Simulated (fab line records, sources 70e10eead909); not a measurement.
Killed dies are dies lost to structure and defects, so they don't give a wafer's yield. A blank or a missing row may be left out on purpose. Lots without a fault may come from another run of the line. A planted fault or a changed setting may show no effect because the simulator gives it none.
Chamber matching | flow nand_harc | NHARC_A_STAIRCASE_TRIM_196 on rie_diel-09: 4 sister chambers
The step chemistry O2, time 211.2 s. 18 wafers are shown with their chamber, then 9 later ones without.

WAFERS WITH THEIR CHAMBER
wafer  | chamber | drypump_motor_current_A (A) | showerhead_plenum_p_Torr (Torr) | oes_product_au (a.u.)
L078.2 | 1       | 5.5                         | 3.57                            | 1.009
L078.3 | 2       | 6.4                         | 3.67                            | 1.007
L078.5 | 0       | 6.2                         | 3.76                            | 0.998
L084.2 | 2       | 6.4                         | 3.65                            | 0.999
L084.4 | 1       | 5.5                         | 3.56                            | 0.987
L084.5 | 0       | 6.2                         | 3.75                            | 0.998
L083.1 | 1       | 5.5                         | 3.56                            | 0.997
L083.2 | 3       | 5.0                         | 3.38                            | 0.990
L083.3 | 2       | 6.3                         | 3.65                            | 0.996
L083.4 | 0       | 6.2                         | 3.75                            | 1.005
L083.5 | 1       | 5.5                         | 3.56                            | 0.998
L083.6 | 2       | 6.3                         | 3.65                            | 1.000
L086.2 | 0       | 6.2                         | 3.75                            | 1.010
L086.3 | 2       | 6.4                         | 3.65                            | 0.993
L086.6 | 2       | 6.4                         | 3.65                            | 1.012
L088.1 | 1       | 5.5                         | 3.55                            | 1.002
L088.4 | 3       | 5.0                         | 3.38                            | 1.000
L088.5 | 3       | 5.0                         | 3.38                            | 0.998

SIGNATURES (means of the wafers above)
reading                  | chamber 0 | chamber 1 | chamber 2 | chamber 3 | scatter within a chamber
drypump_motor_current_A  | 6.200     | 5.500     | 6.367     | 5.000     | 0.0309
showerhead_plenum_p_Torr | 3.7525    | 3.5600    | 3.6533    | 3.3800    | 0.00659
oes_product_au           | 1.00275   | 0.99860   | 1.00117   | 0.99600   | 0.0069
Rule: a wafer's distance from a chamber is the root of the sum, over the readings, of the square of ((its reading less the chamber's mean) divided by the reading's scatter). The wafer belongs to the nearest chamber; if the next one is less than 2 further off, it can't be placed. The scatter: the root of (the sum of the squares of (reading less its chamber's mean) over the shown wafers, divided by (wafers less chambers)).

WAFERS WITHOUT THEIR CHAMBER
wafer  | drypump_motor_current_A (A) | showerhead_plenum_p_Torr (Torr) | oes_product_au (a.u.)
L090.1 | 5.0                         | 3.37                            | 1.007
L090.5 | 6.2                         | 3.74                            | 0.987
L090.6 | 5.5                         | 3.55                            | 1.020
L094.1 | 6.2                         | 3.73                            | 0.984
L094.2 | 5.5                         | 3.54                            | 1.003
L094.4 | 5.0                         | 3.37                            | 0.991
L096.2 | 6.2                         | 3.73                            | 0.992
L096.4 | 5.0                         | 3.36                            | 0.994
L096.5 | 5.5                         | 3.54                            | 1.009

WHICH CHAMBER EACH WENT THROUGH
wafer  | from the rows above | in truth
L090.1 | 3                   | 3
L090.5 | 0                   | 0
L090.6 | 1                   | 1
L094.1 | 0                   | 0
L094.2 | 1                   | 1
L094.4 | 3                   | 3
L096.2 | 0                   | 0
L096.4 | 3                   | 3
L096.5 | 1                   | 1
Placed correctly: 9 of 9. Can't be placed from these rows: 0. Placed wrongly: 0.
